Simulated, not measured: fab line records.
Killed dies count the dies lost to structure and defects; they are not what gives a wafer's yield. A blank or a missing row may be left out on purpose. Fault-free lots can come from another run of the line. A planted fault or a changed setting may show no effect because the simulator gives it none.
Matching of chambers | flow n5-finfet | 4 sister chambers for N5_FIN_SAQP_STRIP_70 on rie-diel-04
The step strips in N2/H2. 8 wafers are shown with their chamber, then 8 later ones without.

== WAFERS PAIRED WITH THEIR CHAMBERS ==
wafer  | chamber | drypump-motor-current-A (A) | showerhead-plenum-p-Torr (Torr)
L075.5 | 3       | 5.3                         | 3.29
L079.2 | 0       | 6.3                         | 3.30
L083.1 | 0       | 6.3                         | 3.29
L083.2 | 1       | 6.3                         | 3.43
L090.1 | 3       | 5.4                         | 3.28
L090.3 | 2       | 6.3                         | 3.19
L090.6 | 1       | 6.3                         | 3.42
L091.1 | 2       | 6.3                         | 3.19

== WAFERS WITH NO CHAMBER GIVEN ==
wafer  | drypump-motor-current-A (A) | showerhead-plenum-p-Torr (Torr)
L091.2 | 6.3                         | 3.42
L091.3 | 6.3                         | 3.29
L092.2 | 6.3                         | 3.29
L092.4 | 6.3                         | 3.19
L092.6 | 6.3                         | 3.29
L095.2 | 6.3                         | 3.28
L095.5 | 6.3                         | 3.42
L095.6 | 6.3                         | 3.19

== WHICH CHAMBER EACH WENT THROUGH ==
wafer  | from the rows above | in truth
L091.2 | 1                   | 1
L091.3 | 0                   | 0
L092.2 | 0                   | 0
L092.4 | 2                   | 2
L092.6 | 0                   | 0
L095.2 | 0                   | 0
L095.5 | 1                   | 1
L095.6 | 2                   | 2
Correctly placed: 8 of 8. Not placeable from these rows: 0. Number placed wrongly: 0.
How it was worked out, from the rows above alone: a wafer's distance from a chamber is the root of the sum, over the readings, of the square of ((its reading less the chamber's mean) divided by the reading's scatter). The wafer belongs to the nearest chamber; if the next one is less than 2 further off, it can't be placed. The mean given for a chamber averages the wafers shown for that chamber. How the scatter is found: for the shown wafers, subtract from each reading the mean of its chamber, square and add these, divide the total by (wafers less chambers), then take the root.
